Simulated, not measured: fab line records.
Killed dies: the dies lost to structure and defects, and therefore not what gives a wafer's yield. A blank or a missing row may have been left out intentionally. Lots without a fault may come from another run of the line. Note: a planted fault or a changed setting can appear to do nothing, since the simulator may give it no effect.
Matching of chambers || flow nand-harc || rie-diel-10 running NHARC_P_M1_ETCH_35: 4 sister chambers
The step etches the open film in N2/H2, target depth 40 nm, overetch 12 nm, time 43.94 s. 8 wafers are shown with their chamber, then 7 later ones without.

## EACH WAFER AND ITS CHAMBER
{"wafer": "L075.5", "chamber": 3, "drypump-motor-current-A (A)": 6.4, "rf-vpp-V (V)": 429.4}
{"wafer": "L078.3", "chamber": 0, "drypump-motor-current-A (A)": 5.1, "rf-vpp-V (V)": 429.3}
{"wafer": "L078.6", "chamber": 0, "drypump-motor-current-A (A)": 5.1, "rf-vpp-V (V)": 430.6}
{"wafer": "L080.4", "chamber": 3, "drypump-motor-current-A (A)": 6.3, "rf-vpp-V (V)": 429.6}
{"wafer": "L082.1", "chamber": 1, "drypump-motor-current-A (A)": 5.9, "rf-vpp-V (V)": 430.4}
{"wafer": "L082.5", "chamber": 2, "drypump-motor-current-A (A)": 5.2, "rf-vpp-V (V)": 434.1}
{"wafer": "L084.1", "chamber": 2, "drypump-motor-current-A (A)": 5.2, "rf-vpp-V (V)": 435.6}
{"wafer": "L084.5", "chamber": 1, "drypump-motor-current-A (A)": 5.9, "rf-vpp-V (V)": 428.7}

## WAFERS WHOSE CHAMBER IS MISSING
{"wafer": "L084.6", "drypump-motor-current-A (A)": 5.2, "rf-vpp-V (V)": 434.5}
{"wafer": "L087.1", "drypump-motor-current-A (A)": 6.3, "rf-vpp-V (V)": 427.5}
{"wafer": "L087.5", "drypump-motor-current-A (A)": 6.3, "rf-vpp-V (V)": 428.5}
{"wafer": "L087.6", "drypump-motor-current-A (A)": 5.2, "rf-vpp-V (V)": 433.1}
{"wafer": "L086.2", "drypump-motor-current-A (A)": 5.9, "rf-vpp-V (V)": 429.4}
{"wafer": "L086.4", "drypump-motor-current-A (A)": 5.1, "rf-vpp-V (V)": 431.0}
{"wafer": "L086.6", "drypump-motor-current-A (A)": 5.9, "rf-vpp-V (V)": 429.2}

## THE CHAMBER EACH PASSED THROUGH
{"wafer": "L084.6", "from the rows above": 2, "in truth": 2}
{"wafer": "L087.1", "from the rows above": 3, "in truth": 3}
{"wafer": "L087.5", "from the rows above": 3, "in truth": 3}
{"wafer": "L087.6", "from the rows above": 2, "in truth": 2}
{"wafer": "L086.2", "from the rows above": 1, "in truth": 1}
{"wafer": "L086.4", "from the rows above": 0, "in truth": 0}
{"wafer": "L086.6", "from the rows above": 1, "in truth": 1}
Correct placement for 7 of the 7. Number that these rows cannot place: 0. 0 placed wrongly.
How it was worked out, from the rows above alone: a wafer's distance from a chamber is the root of the sum, over the readings, of the square of ((its reading less the chamber's mean) divided by the reading's scatter). The wafer belongs to the nearest chamber; if the next one is less than 2 further off, it can't be placed. A chamber's mean is the mean of its shown wafers. How the scatter is found: for the shown wafers, subtract from each reading the mean of its chamber, square and add these, divide the total by (wafers less chambers), then take the root.
